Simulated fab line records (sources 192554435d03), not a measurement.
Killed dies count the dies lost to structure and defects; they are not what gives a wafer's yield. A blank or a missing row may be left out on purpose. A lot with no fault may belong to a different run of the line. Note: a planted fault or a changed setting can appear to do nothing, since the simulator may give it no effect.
Chamber matching | flow n5-finfet | 3 sister chambers for N5_BEOL_M3_DESCUM_33 on rie-diel-04
The step chemistry O2, time 7 s. 3 wafers are shown with their chamber, then 7 later ones without.

EACH WAFER AND ITS CHAMBER
wafer  | chamber | throttle-valve-pct (%)
L081.6 | 1       | 20.22
L086.6 | 3       | 20.79
L091.1 | 0       | 20.87

WAFERS WHOSE CHAMBER IS MISSING
wafer  | throttle-valve-pct (%)
L091.4 | 20.80
L091.5 | 20.25
L092.2 | 20.28
L092.4 | 20.80
L092.6 | 20.80
L096.1 | 20.81
L096.5 | 20.86

THE CHAMBER EACH PASSED THROUGH
wafer  | from the rows above     | in truth
L091.4 | 3                       | 3
L091.5 | 1                       | 1
L092.2 | 1                       | 1
L092.4 | 3                       | 3
L092.6 | 3                       | 3
L096.1 | can't be placed: 3 or 0 | 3
L096.5 | 0                       | 0
Correctly placed: 6 of 7. From these rows, 1 cannot be placed; in 1 the true chamber is one of the candidates. Placed wrongly: 0.
How it was worked out, from the rows above alone: a wafer's distance from a chamber is the root of the sum, over the readings, of the square of ((its reading less the chamber's mean) divided by the reading's scatter). The wafer belongs to the nearest chamber; if the next one is less than 2 further off, it can't be placed. Each chamber's mean is taken over the wafers shown for it. The scatter: root of mean squared gap, hidden wafer to nearest shown wafer, with one shown wafer a chamber.
